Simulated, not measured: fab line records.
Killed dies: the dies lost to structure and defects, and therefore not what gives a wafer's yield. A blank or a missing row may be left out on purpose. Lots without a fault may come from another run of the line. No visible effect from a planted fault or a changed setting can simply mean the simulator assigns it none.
A struck lot beside a sound one | flow nandHarc | 15 out of 1159 route steps
Sound: these wafers, L848.1, L848.2, L848.5. Wafers struck: L856.2, L856.4, L856.5. The cause is given at the end.
Each step with rows lists, per side, the tool, then ch with its chambers, then its first start. Under that, the readings that differ: sound wafers | struck wafers | difference of the means | sigmas: that difference in standard deviations of wafers without a fault.
alike: a reading whose means differ by less than 2 such deviations, as well as words and numbers matching on both sides. not compared: withheld readings; readings where some wafer has no value; bounds like >300 that might hide an equal value; numbers whose values overlap and for which the record gives no deviation.
A row with sigmas, a row that says differs or no value, or rows on one side alone: a step with any of these is where the two part. Numbers that have no deviation but don't overlap get no sigmas and don't part them. A reading that every wafer of one side lacks parts them only if that side has two wafers or more.

first, 3 steps without rows for these wafers: NHARC_A_CONTACT_ETCH_113 (etches the open film in C4F8/O2/Ar, time 94 s, target depth 922 nm); NHARC_A_CONTACT_ETCH_114 (etches the open film in C4F8/O2/Ar, time 94 s, target depth 922 nm); NHARC_A_CONTACT_ETCH_115 (etches the open film in C4F8/O2/Ar, time 94 s, target depth 922 nm).
NHARC_A_CONTACT_ETCH_116: etches the open film in C4F8/O2/Ar, time 94 s, target depth 922 nm.
  sound on harCapEtch-02 ch 0,1, day 17 12:11; struck on harCapEtch-02 ch 0, day 19 07:50
  not compared: rfHoursCounterH
NHARC_A_CONTACT_ETCH_117: etches the open film in C4F8/O2/Ar, time 94 s, target depth 922 nm.
  sound on harCapEtch-02 ch 0,1, day 17 12:17; struck on harCapEtch-02 ch 0, day 19 07:55
  not compared: rfHoursCounterH
NHARC_A_CONTACT_ETCH_118: etches the open film in C4F8/O2/Ar, time 94 s, target depth 922 nm.
  sound on harCapEtch-02 ch 0,1, day 17 12:22; struck on harCapEtch-02 ch 0, day 19 08:01
  not compared: rfHoursCounterH
then, 1 step without rows for these wafers: NHARC_A_CONTACT_ETCH_119 (etches the open film in C4F8/O2/Ar, time 94 s, target depth 922 nm).
NHARC_A_CONTACT_ETCH_120: etches the open film in C4F8/O2/Ar, time 94 s, target depth 922 nm.
  sound on harCapEtch-02 ch 0,1, day 17 12:33; struck on harCapEtch-02 ch 0, day 19 08:11
  not compared: rfHoursCounterH
NHARC_A_CONTACT_ETCH_121: etches the open film in C4F8/O2/Ar, time 94 s, target depth 922 nm.
  sound on harCapEtch-02 ch 0,1, day 17 12:38; struck on harCapEtch-02 ch 0, day 19 08:17
  not compared: rfHoursCounterH
then, 3 steps without rows for these wafers: NHARC_A_CONTACT_ETCH_122 (etches the open film in C4F8/O2/Ar, time 95 s, target depth 930 nm); NHARC_A_CONTACT_ETCH_123 (etches the open film in C4F8/O2/Ar, time 253 s, target depth 1090 nm); NHARC_A_CONTACT_ETCH_90 (etches the open film in CH3F/O2, target depth 40 nm, time 85.7 s).
NHARC_A_CONTACT_ETCH_96: etches the open film in C4F6/O2, target depth 20 nm, time 10 s.
  sound on rieDiel-04 ch 1,2, day 17 13:35; struck on rieDiel-03 ch 1,2,3, day 19 09:13
reading             | sound             | struck            | difference | sigmas
oesProductAu (a.u.) | 0.957 0.963 0.963 | 0.735 0.750 0.763 | -0.212     | -7
  alike: drypumpMotorCurrentA, rfVppV, showerheadPlenumPTorr, throttleValvePct
  not compared: rfHoursCounterH
NHARC_A_CONTACT_CD_MEAS_53:
  sound on cdSem-03 at day 17 13:40; struck on cdSem-01 at day 19 09:17
  alike: cdNm
-- jump in the record: it breaks off in module A_CONTACT and resumes in module END (first step shown: number 1159 of the route), and 3 days separate the struck wafers' starts before and after --
NHARC_END_SORT_01:
  sound on prober-01 ch 0, day 20 05:16; struck on prober-01 ch 0, day 22 06:49
reading       | sound    | struck      | difference | sigmas
killedAtArray | 49 43 50 | 672 674 670 | +625       | +57
killedDies    | 56 45 56 | 677 677 677 | +625       | +52
  alike: killedAtOther, killedAtPeriphery, killedOpen, killedShort

== WHERE THEY PART ==
Earliest at NHARC_A_CONTACT_ETCH_96; latest, in this record, at NHARC_END_SORT_01.

WHY: what the simulator had put in
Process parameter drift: rieDiel-03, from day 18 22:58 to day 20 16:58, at NHARC_A_CONTACT_ETCH_96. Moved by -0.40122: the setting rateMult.
